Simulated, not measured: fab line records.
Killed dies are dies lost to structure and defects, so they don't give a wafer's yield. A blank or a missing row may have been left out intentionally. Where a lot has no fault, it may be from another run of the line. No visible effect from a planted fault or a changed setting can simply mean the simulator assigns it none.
Chamber matching	flow nandHarc	4 sister chambers for NHARC_A_WL_FILL_ALD_02 on aldMetal-01
The step deposits TiN, target thk 2 nm, pulse time 3 s, ald cycles 100. 4 wafers are shown with their chamber, then 8 later ones without.

== EACH WAFER AND ITS CHAMBER ==
wafer	chamber	heaterPowerW (W)
L089.1	0	1074
L089.2	3	939
L089.3	1	1020
L089.4	2	1221

== WAFERS WITHOUT THEIR CHAMBER ==
wafer	heaterPowerW (W)
L089.5	919
L089.6	1083
L092.1	1040
L092.2	1233
L092.3	1093
L094.4	1222
L094.5	1228
L094.6	938

== THE CHAMBER EACH PASSED THROUGH ==
wafer	from the rows above	in truth
L089.5	3	3
L089.6	0	0
L092.1	can't be placed: 1 or 0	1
L092.2	2	2
L092.3	0	0
L094.4	2	2
L094.5	2	2
L094.6	3	3
Placed correctly: 7 of 8. From these rows, 1 cannot be placed; in 1 the true chamber is one of the candidates. Placed wrongly: 0.
How it was worked out, from the rows above alone: a wafer's distance from a chamber is the root of the sum, over the readings, of the square of ((its reading less the chamber's mean) divided by the reading's scatter). The wafer belongs to the nearest chamber; if the next one is less than 2 further off, it can't be placed. For every chamber, the mean is computed from those of its wafers that are shown. The scatter: root of mean squared gap, hidden wafer to nearest shown wafer, with one shown wafer a chamber.
